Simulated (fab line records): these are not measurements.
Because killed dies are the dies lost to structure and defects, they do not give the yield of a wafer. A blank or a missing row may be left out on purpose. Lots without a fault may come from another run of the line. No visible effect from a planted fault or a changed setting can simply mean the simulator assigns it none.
A lot that was struck, set against a sound lot | flow n5 finfet | 36 out of 1938 route steps
Sound: wafers L645.1, L645.2, L645.5. The struck wafers were L649.1, L649.4, L649.5. At the end, the cause is stated.
Each step with rows lists, per side, the tool, then ch with its chambers, then its first start. Under that, the readings that differ: sound wafers | struck wafers | difference of the means | sigmas: that difference in standard deviations of wafers without a fault.
alike: readings whose means differ by less than 2 such deviations, and words and numbers that are the same on both sides. not compared: withheld readings, readings that some wafer has no value for, bounds like >300 that may hide the same value, and numbers for which the record gives no deviation and whose values overlap.
Wherever a step has rows on one side only, a row that says differs or no value, or a row with sigmas, the two part there. Numbers that don't overlap but have no deviation are shown without sigmas and don't part them. A reading that every wafer of one side lacks parts them only if that side has two wafers or more.

first, 9 steps without rows for these wafers: N5_HKMG_FIN_SOFTBAKE_44 (time 60 s); N5_HKMG_FIN_EXPOSE_46 (exposes mask NDIPOLE); N5_HKMG_FIN_PEB_47 (peb time 60 s); N5_HKMG_FIN_DEVELOP_48 (develop time 30 s); N5_HKMG_FIN_DESCUM_53 (chemistry O2, time 7.9 s); N5_HKMG_FIN_ETCH_54 (etches SiARC in CF4, target depth 45.5 nm, time 75.8 s); N5_HKMG_FIN_ETCH_55 (etches SOC in N2/H2, target depth 240 nm, time 300 s); N5_HKMG_FIN_STRIP_56 (strips in N2/H2); N5_HKMG_FIN_STRIP_57 (strips in CF4).
N5_HKMG_FIN_ETCH_58: etches SOC in N2/H2, target depth 215.8 nm, time 741 s.
  sound on rie diel-02 ch 0,1,2, day 5 23:16; struck on rie diel-02 ch 1,2, day 7 05:06
  alike: drypump motor current A, oes product au, rf fwd power W, rf vpp V, showerhead plenum p Torr, throttle valve pct
  not compared: rf hours counter h
then, 22 steps without rows for these wafers: N5_HKMG_FIN_STRIP_93 (strips SOC in N2/H2, time 20 s); N5_HKMG_FIN_WET_ETCH_76 (etches Al2O3 in dNH4OH, stops on La2O3, target depth 2.25 nm, rinse time 30 s); N5_HKMG_FIN_STRIP_60 (strips in N2/H2, time 360 s); N5_HKMG_FIN_WET_ETCH_77 (etches La2O3 in dHCl, stops on HfO2, target depth 2 nm); N5_HKMG_FIN_WET_ETCH_78 (etches Al2O3 in dNH4OH, stops on La2O3, target depth 4.5 nm, rinse time 30 s); N5_HKMG_FIN_ALD_79 (deposits TiN, target thk 1.5 nm, pulse time 1 s, purge time 3 s); N5_HKMG_FIN_CVD_62 (deposits a-Si from Si2H6, target thk 3 nm, time 20.8 s); N5_HKMG_FIN_RTA_80 (time 2 s); N5_HKMG_FIN_PRECLEAN_64 (cleans in dHF, time 30 s); N5_HKMG_FIN_WET_ETCH_65 (etches a-Si in TMAH, stops on TiN, time 49 s, target depth 3 nm); N5_HKMG_FIN_WET_ETCH_81 (etches TiN in SC1, stops on HfO2, time 57 s, target depth 6 nm); N5_HKMG_FIN_WET_ETCH_82 (etches La2O3 in dHCl, stops on HfO2, target depth 2 nm, rinse time 30 s); N5_HKMG_FIN_ALD_36 (deposits TiN, target thk 1 nm, pulse time 1 s, purge time 3 s); N5_HKMG_FIN_PWFM_ALD_03 (deposits TiN, target thk 2 nm, pulse time 1 s, purge time 3 s); N5_HKMG_FIN_COAT_29 (time 60 s, resist thk 300 nm); N5_HKMG_FIN_COAT_30 (time 60 s, resist thk 35 nm); N5_HKMG_FIN_COAT_06 (resist thk 90 nm); N5_HKMG_FIN_EBR_08; N5_HKMG_FIN_SOFTBAKE_07 (time 60 s); N5_HKMG_FIN_EXPOSE_09 (exposes mask NWFM); N5_HKMG_FIN_PEB_10 (peb time 60 s); N5_HKMG_FIN_DEVELOP_11 (develop time 30 s).
N5_HKMG_FIN_INSPECT_14: inspects for defects (macro).
  sound: defect inspect-01 at day 6 02:40; struck: defect inspect-02 at day 7 08:19
  reading          | sound | struck         | difference | sigmas
  raw defect count | 0 1 1 | >300 >300 >300 | differs    |
then, 1 step without rows for these wafers: N5_HKMG_FIN_DESCUM_17 (chemistry O2, time 7.9 s).
-- the record jumps here: 4 days lie between the struck wafers' starts before and after (it left off in module HKMG_FIN and takes up again in module BEOL_M4, whose first step shown is number 1111 of the route) --
N5_BEOL_M4_RC_MEAS_101:
  sound on prober-02 ch 0, day 10 00:59; struck on prober-01 ch 0, day 11 16:16
  reading   | sound          | struck         | difference | sigmas
  VT_P (mV) | -253 -248 -251 | -243 -244 -242 | +8         | +2
  alike: DIBL_N, DIBL_P, IOFF_N, IOFF_P, ION_N, ION_P, SS_N, SS_P, VT_N
-- the record jumps here: 5 days lie between the struck wafers' starts before and after (it left off in module BEOL_M4 and takes up again in module PASSIVATION, whose first step shown is number 1936 of the route) --
N5_PASSIVATION_PROBE_49:
  sound: prober-01 at day 14 14:05; struck: prober-02 at day 16 04:32
  reading                  | sound          | struck         | difference | sigmas
  defect limited yield (%) | 92.5 91.0 92.0 | 87.7 83.7 82.2 | -7.3       | -6
  killed at front end      | 28 34 40       | 92 140 142     | +91        | +8
  killed dies              | 89 106 94      | 145 192 210    | +86        | +5
  sort_bin_5_function (%)  | 4.4 5.0 4.6    | 7.7 11.5 12.3  | +5.8       | +7
  sort n pass              | 1091 1074 1086 | 1035 988 970   | -86        | -5
  sort yield pct (%)       | 92.5 91.0 92.0 | 87.7 83.7 82.2 | -7.3       | -6
  alike: killed_at_M0_to_M3, killed_at_M4_up, killed at contacts, killed at other, killed on rim, killed open, killed short, sort_bin_6_memory

== WHERE THEY PART ==
Earliest at N5_HKMG_FIN_INSPECT_14; latest, in this record, at N5_PASSIVATION_PROBE_49.

WHY: what had been put in by the simulator
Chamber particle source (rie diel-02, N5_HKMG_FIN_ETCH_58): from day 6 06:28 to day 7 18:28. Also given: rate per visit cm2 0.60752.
